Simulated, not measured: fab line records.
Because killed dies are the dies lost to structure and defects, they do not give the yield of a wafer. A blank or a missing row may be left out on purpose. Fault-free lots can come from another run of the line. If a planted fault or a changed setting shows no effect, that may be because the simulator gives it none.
Chamber matching | flow n5 finfet | cvd co-01 running N5_BEOL_M1_PRE_CLEAN_60: 3 sister chambers
The step time 15 s. 3 wafers are shown with their chamber, then 11 later ones without.

## WAFERS, EACH WITH ITS CHAMBER
wafer  | chamber | heater power w (W)
L082.5 | 1       | 60
L089.4 | 2       | 57
L092.2 | 0       | 134

## WAFERS WITHOUT THEIR CHAMBER
wafer  | heater power w (W)
L092.5 | 58
L092.6 | 134
L094.4 | 61
L094.5 | 138
L094.6 | 60
L095.2 | 60
L095.4 | 57
L095.5 | 135
L097.4 | 133
L097.5 | 61
L097.6 | 59

## WHICH CHAMBER EACH ONE RAN IN
wafer  | from the rows above     | in truth
L092.5 | can't be placed: 2 or 1 | 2
L092.6 | 0                       | 0
L094.4 | 1                       | 1
L094.5 | 0                       | 0
L094.6 | 1                       | 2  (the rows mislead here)
L095.2 | 1                       | 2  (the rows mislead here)
L095.4 | 2                       | 2
L095.5 | 0                       | 0
L097.4 | 0                       | 0
L097.5 | 1                       | 1
L097.6 | can't be placed: 1 or 2 | 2
Correct placement for 7 of the 11. Not placeable from these rows: 2 (in 2, the candidates include the true chamber). Placed wrongly: 2.
How it was worked out, from the rows above alone: a wafer's distance from a chamber is the root of the sum, over the readings, of the square of ((its reading less the chamber's mean) divided by the reading's scatter). The wafer belongs to the nearest chamber; if the next one is less than 2 further off, it can't be placed. A chamber's mean is the mean of its shown wafers. The scatter: with one shown wafer a chamber, the root of the mean of the squares of how far each hidden wafer lies from its nearest shown one.
